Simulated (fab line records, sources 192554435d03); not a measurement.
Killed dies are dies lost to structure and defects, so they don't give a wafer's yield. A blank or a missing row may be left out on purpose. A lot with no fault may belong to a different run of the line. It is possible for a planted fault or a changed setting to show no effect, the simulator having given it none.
Matching of chambers	flow n5-finfet	N5_BEOL_M10_DESCUM_16 on rie-diel-04 has 4 sister chambers
The step chemistry O2, time 7.9 s. 4 wafers are shown with their chamber, then 7 later ones without.

== EACH WAFER AND ITS CHAMBER ==
wafer	chamber	throttle-valve-pct (%)
L277.5	0	20.70
L277.6	3	20.95
L280.1	1	20.29
L280.4	2	20.27

== WAFERS WHOSE CHAMBER IS MISSING ==
wafer	throttle-valve-pct (%)
L280.5	20.69
L283.1	20.29
L283.2	20.29
L283.6	20.69
L287.3	20.29
L287.4	20.32
L287.5	20.30

== THE CHAMBER EACH PASSED THROUGH ==
wafer	from the rows above	in truth
L280.5	0	0
L283.1	can't be placed: 1 or 2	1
L283.2	can't be placed: 1 or 2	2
L283.6	0	0
L287.3	can't be placed: 1 or 2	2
L287.4	can't be placed: 1 or 2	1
L287.5	can't be placed: 1 or 2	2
Correct placement for 2 of the 7. These rows do not allow placing 5 (true chamber among the candidates in 5). Placed wrongly: 0.
How it was worked out, from the rows above alone: a wafer's distance from a chamber is the root of the sum, over the readings, of the square of ((its reading less the chamber's mean) divided by the reading's scatter). The wafer belongs to the nearest chamber; if the next one is less than 2 further off, it can't be placed. For every chamber, the mean is computed from those of its wafers that are shown. The scatter (one wafer shown for each chamber): square how far every hidden wafer sits from the nearest shown wafer, average those squares and take the square root.
